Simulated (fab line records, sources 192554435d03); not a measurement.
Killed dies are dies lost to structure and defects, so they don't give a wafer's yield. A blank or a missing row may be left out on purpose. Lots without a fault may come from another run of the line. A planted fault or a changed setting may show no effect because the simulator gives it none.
Chamber matching | flow n5_finfet | N5_BEOL_M0_SAQP_PECVD_03 on pecvd-04: 3 sister chambers
The step deposits SiCN from 3MS/NH3, target thk 12 nm, time 21.1 s. 6 wafers are shown with their chamber, then 9 later ones without.

WAFERS WITH THEIR CHAMBER
wafer  | chamber | showerhead_plenum_p_Torr (Torr) | throttle_valve_pct (%)
L090.1 | 1       | 3.673                           | 9.0
L091.5 | 0       | 3.679                           | 9.0
L091.6 | 1       | 3.660                           | 8.9
L092.1 | 0       | 3.672                           | 9.0
L092.3 | 2       | 3.697                           | 9.1
L092.4 | 2       | 3.701                           | 8.8

WAFERS WITHOUT THEIR CHAMBER
wafer  | showerhead_plenum_p_Torr (Torr) | throttle_valve_pct (%)
L093.2 | 3.700                           | 8.8
L093.4 | 3.671                           | 8.9
L093.6 | 3.683                           | 9.1
L094.2 | 3.675                           | 9.3
L094.3 | 3.681                           | 9.0
L094.5 | 3.672                           | 8.9
L096.1 | 3.680                           | 9.1
L096.4 | 3.684                           | 9.1
L096.6 | 3.671                           | 8.7

WHICH CHAMBER EACH WENT THROUGH
wafer  | from the rows above          | in truth
L093.2 | 2                            | 2
L093.4 | can't be placed: 1 or 0      | 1
L093.6 | can't be placed: 0 or 2 or 1 | 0
L094.2 | can't be placed: 0 or 1      | 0
L094.3 | can't be placed: 0 or 1      | 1
L094.5 | can't be placed: 0 or 1      | 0
L096.1 | can't be placed: 0 or 1      | 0
L096.4 | can't be placed: 0 or 2 or 1 | 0
L096.6 | can't be placed: 1 or 0      | 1
Placed correctly: 1 of 9. Can't be placed from these rows: 8 (the true chamber is among the candidates in 8). Placed wrongly: 0.
How it was worked out, from the rows above alone: a wafer's distance from a chamber is the root of the sum, over the readings, of the square of ((its reading less the chamber's mean) divided by the reading's scatter). The wafer belongs to the nearest chamber; if the next one is less than 2 further off, it can't be placed. A chamber's mean is the mean of its shown wafers. The scatter: the root of (the sum of the squares of (reading less its chamber's mean) over the shown wafers, divided by (wafers less chambers)).
